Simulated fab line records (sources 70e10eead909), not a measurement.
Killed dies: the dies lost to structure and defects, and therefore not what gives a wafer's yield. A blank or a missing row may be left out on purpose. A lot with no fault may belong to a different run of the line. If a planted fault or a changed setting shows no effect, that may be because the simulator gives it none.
Comparing a struck lot with a sound one + flow nand_harc + 18 steps out of a route of 1302
Sound: the wafers L698.3, L698.4, L698.6. Wafers struck: L700.2, L700.4, L700.5. The cause is given at the end.
Order at every step that has rows: each side's tool, ch and its chambers, its first start. Under that, the readings that differ: sound wafers + struck wafers + difference of the means + sigmas: that difference in standard deviations of wafers without a fault.
alike: same words and numbers on both sides, and readings whose means sit less than 2 such deviations apart. not compared: any withheld reading, any reading some wafer has no value for, any bound like >300 that may hide the same value, and any number with overlapping values for which the record gives no deviation.
Wherever a step has rows on one side only, a row that says differs or no value, or a row with sigmas, the two part there. When numbers do not overlap yet have no deviation, they are printed without sigmas and do not part them. A reading missing from all wafers of one side parts the sides only when that side holds two or more wafers.

NHARC_P_ZERO_WELL_CD_MEAS_24: target cd 720 nm.
  sound on cd_sem-01 ch 0, day 2 18:37; struck on cd_sem-02 ch 0, day 3 14:38
  alike: cd_nm
then, 1 step without rows for these wafers: NHARC_P_ZERO_WELL_HARDBAKE_25 (time 80 s).
NHARC_P_ZERO_WELL_DESCUM_26: chemistry O2, time 3 s.
  sound on rie_diel-01 ch 0,1,2, day 2 18:50; struck on rie_diel-02 ch 1,2,3, day 3 14:47
  alike: drypump_motor_current_A, oes_product_au, rf_vpp_V, showerhead_plenum_p_Torr, throttle_valve_pct
  not compared: rf_hours_counter_h
then, 9 steps without rows for these wafers: NHARC_P_ZERO_WELL_IMPLANT_27; NHARC_P_ZERO_WELL_IMPLANT_57; NHARC_P_ZERO_WELL_IMPLANT_58; NHARC_P_ZERO_WELL_STRIP_28 (strips in SPM, time 840 s); NHARC_P_ZERO_WELL_DEHYDRATE_29 (time 120 s); NHARC_P_ZERO_WELL_HMDS_30 (time 30 s); NHARC_P_ZERO_WELL_COAT_31; NHARC_P_ZERO_WELL_SOFTBAKE_32 (time 95 s); NHARC_P_ZERO_WELL_EBR_33.
NHARC_P_ZERO_WELL_EXPOSE_34: exposes mask P PWELL, target cd 720 nm.
  sound on krf_scanner-04 ch 0, day 2 20:10; struck on krf_scanner-02 ch 0, day 3 16:04
| reading | sound                         | struck                        | difference | sigmas |
|---------|-------------------------------|-------------------------------|------------|--------|
| mask    | P_PWELL#0 P_PWELL#0 P_PWELL#0 | P_NWELL#0 P_NWELL#0 P_NWELL#0 | differs    |        |
then, 2 steps without rows for these wafers: NHARC_P_ZERO_WELL_PEB_35 (peb time 85 s); NHARC_P_ZERO_WELL_DEVELOP_36 (time 70 s).
NHARC_P_ZERO_WELL_CD_MEAS_37: target cd 720 nm.
  sound on cd_sem-02 ch 0, day 2 20:19; struck on cd_sem-02 ch 0, day 3 16:13
| reading    | sound             | struck | difference                    | sigmas |
|------------|-------------------|--------|-------------------------------|--------|
| cd_nm (nm) | 719.3 716.0 716.3 | - - -  | no value on the struck wafers |        |
then, 1 step without rows for these wafers: NHARC_P_ZERO_WELL_HARDBAKE_38 (time 80 s).
-- record jumps: 22 days between struck wafers' starts before vs after; left off in module P_ZERO_WELL, resumes in module END, first step shown is number 1302 of the route --
NHARC_END_SORT_01:
  the record has rows for the struck wafers here (prober-01 ch 0, day 25 18:27) and none for the sound ones

WHERE THEY PART
First at NHARC_P_ZERO_WELL_EXPOSE_34; last, within this record, at NHARC_END_SORT_01.

WHY: what had been put in by the simulator
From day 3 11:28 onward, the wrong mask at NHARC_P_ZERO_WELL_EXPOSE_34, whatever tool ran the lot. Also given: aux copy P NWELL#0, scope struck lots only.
